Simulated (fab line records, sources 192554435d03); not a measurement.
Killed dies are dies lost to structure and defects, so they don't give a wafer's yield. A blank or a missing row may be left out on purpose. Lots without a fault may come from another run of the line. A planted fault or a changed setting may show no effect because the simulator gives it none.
A struck lot beside a sound one | flow n5_finfet | 19 steps out of a route of 1938
Sound: wafers L250.2, L250.4, L250.6. Struck: wafer L259.2. (L259.1, L259.3 of the same lot were not struck and are left out.) The cause comes at the end.
At each step with rows: each side's tool, then ch and its chambers, then its first start. Under that, the readings that differ: sound wafers | struck wafers | difference of the means | sigmas: that difference in standard deviations of wafers without a fault.
alike: readings whose means differ by less than 2 such deviations, and words and numbers that are the same on both sides. not compared: withheld readings, readings that some wafer has no value for, bounds like >300 that may hide the same value, and numbers for which the record gives no deviation and whose values overlap.
The two part at a step that has a row with sigmas, a row that says differs or no value, or rows on one side only. Numbers that don't overlap but have no deviation are shown without sigmas and don't part them. A reading that every wafer of one side lacks parts them only if that side has two wafers or more.

first, 9 steps without rows for these wafers: N5_BEOL_M2_COAT_67 (time 60 s, resist thk 60 nm); N5_BEOL_M2_COAT_68 (time 60 s, resist thk 12 nm); N5_BEOL_M2_COAT_76 (time 60 s, resist thk 5 nm); N5_BEOL_M2_COAT_22 (resist thk 30 nm); N5_BEOL_M2_EBR_24; N5_BEOL_M2_SOFTBAKE_23 (time 60 s); N5_BEOL_M2_EXPOSE_25 (exposes mask V1, defocus 5 nm); N5_BEOL_M2_PEB_26 (peb time 60 s); N5_BEOL_M2_DEVELOP_27 (develop time 30 s).
N5_BEOL_M2_CD_MEAS_28: target cd 26.2 nm, target cd y 24.1 nm.
  sound on cd_sem-03 ch 0, day 8 04:34; struck on cd_sem-03 ch 0, day 10 13:41
  alike: cd_nm
N5_BEOL_M2_OVL_MEAS_29:
  sound on overlay-02 ch 0, day 8 04:36; struck on overlay-01 ch 0, day 10 13:43
  alike: V1_OVL
N5_BEOL_M2_INSPECT_30: inspects for defects (brightfield).
  sound on defect_inspect-01, day 8 04:39; struck on defect_inspect-01, day 10 13:47
  alike: raw_defect_count
N5_BEOL_M2_DESCUM_33: chemistry O2, time 7 s.
  sound on rie_diel-05 ch 0,1,3, day 8 04:41; struck on rie_diel-05 ch 2, day 10 13:49
  reading                                      | sound             | struck | difference | sigmas
  throttle_valve_pct (%)                       | 20.65 20.48 20.79 | 20.05  | -0.59      | -2
  model.CAR-EUV_of_BEOL_M2_COAT_22.thk_nm (nm) | 26.2 26 26.2      | 25.6   | -0.5       |
  alike: drypump_motor_current_A, o2_flow_sccm, oes_product_au, rf_vpp_V, showerhead_plenum_p_Torr
  not compared: rf_hours_counter_h
N5_BEOL_M2_ETCH_77: etches underlayer in N2/H2, target depth 6.5 nm, time 5.2 s.
  sound on rie_diel-05 ch 0,1,3, day 8 04:43; struck on rie_diel-05 ch 2, day 10 13:51
  reading                | sound             | struck | difference | sigmas
  throttle_valve_pct (%) | 18.25 17.77 18.06 | 17.46  | -0.57      | -3
  alike: drypump_motor_current_A, etch_rf_on_time_s, oes_product_au, rf_vpp_V, showerhead_plenum_p_Torr
  not compared: rf_hours_counter_h
N5_BEOL_M2_ETCH_69: etches SiARC in CF4, target depth 15.6 nm, time 26 s.
  sound on rie_diel-05 ch 0,1,3, day 8 04:44; struck on rie_diel-05 ch 2, day 10 13:52
  reading                | sound             | struck | difference | sigmas
  throttle_valve_pct (%) | 15.88 15.55 15.88 | 15.26  | -0.51      | -3
  alike: drypump_motor_current_A, etch_rf_on_time_s, oes_product_au, rf_vpp_V, showerhead_plenum_p_Torr
  not compared: rf_hours_counter_h
N5_BEOL_M2_ALD_98: deposits SiO2, target thk 2.5 nm, pulse time 1 s, co reactant pulse time 1 s.
  sound on ald_sin-04 ch 0,2,3, day 8 04:49; struck on ald_sin-04 ch 0, day 10 14:49
  alike: heater_power_outer_w, heater_power_w, precursor_pulse_height_rel
N5_BEOL_M2_ETCHBACK_99: etches SiO2 in CHF3, target depth 5 nm, time 10.4 s.
  sound on rie_diel-03 ch 0,1,2, day 8 08:08; struck on rie_diel-02 ch 3, day 10 14:58
  reading                                      | sound          | struck | difference | sigmas
  model.CAR-EUV_of_BEOL_M2_COAT_22.thk_nm (nm) | 10.4 10.4 10.4 | 10     | +0         |
  alike: drypump_motor_current_A, oes_product_au, rf_vpp_V, showerhead_plenum_p_Torr, throttle_valve_pct
  not compared: rf_hours_counter_h
N5_BEOL_M2_ETCH_70: etches SOC in N2/H2, target depth 80 nm, overetch 24 nm, time 130 s.
  sound on rie_diel-03 ch 0,1,2, day 8 08:10; struck on rie_diel-02 ch 3, day 10 15:00
  alike: drypump_motor_current_A, oes_product_au, rf_vpp_V, showerhead_plenum_p_Torr, throttle_valve_pct
  not compared: rf_hours_counter_h
N5_BEOL_M4_RC_MEAS_101:
  sound on prober-02 ch 0, day 9 11:20; struck on prober-01 ch 0, day 11 19:52
  alike: DIBL_N, DIBL_P, IOFF_N, IOFF_P, ION_N, ION_P, SS_N, SS_P, VT_N, VT_P

WHERE THEY PART
First at N5_BEOL_M2_DESCUM_33; last, within this record, at N5_BEOL_M2_ETCH_69. Later steps at which nothing parts them and some readings are alike: N5_BEOL_M2_ALD_98, N5_BEOL_M2_ETCHBACK_99, N5_BEOL_M2_ETCH_70, N5_BEOL_M4_RC_MEAS_101.

WHY: what the simulator had put in
Process parameter drift: rie_diel-05, from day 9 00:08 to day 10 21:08, at N5_BEOL_M2_DESCUM_33. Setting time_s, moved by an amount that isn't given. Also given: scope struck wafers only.
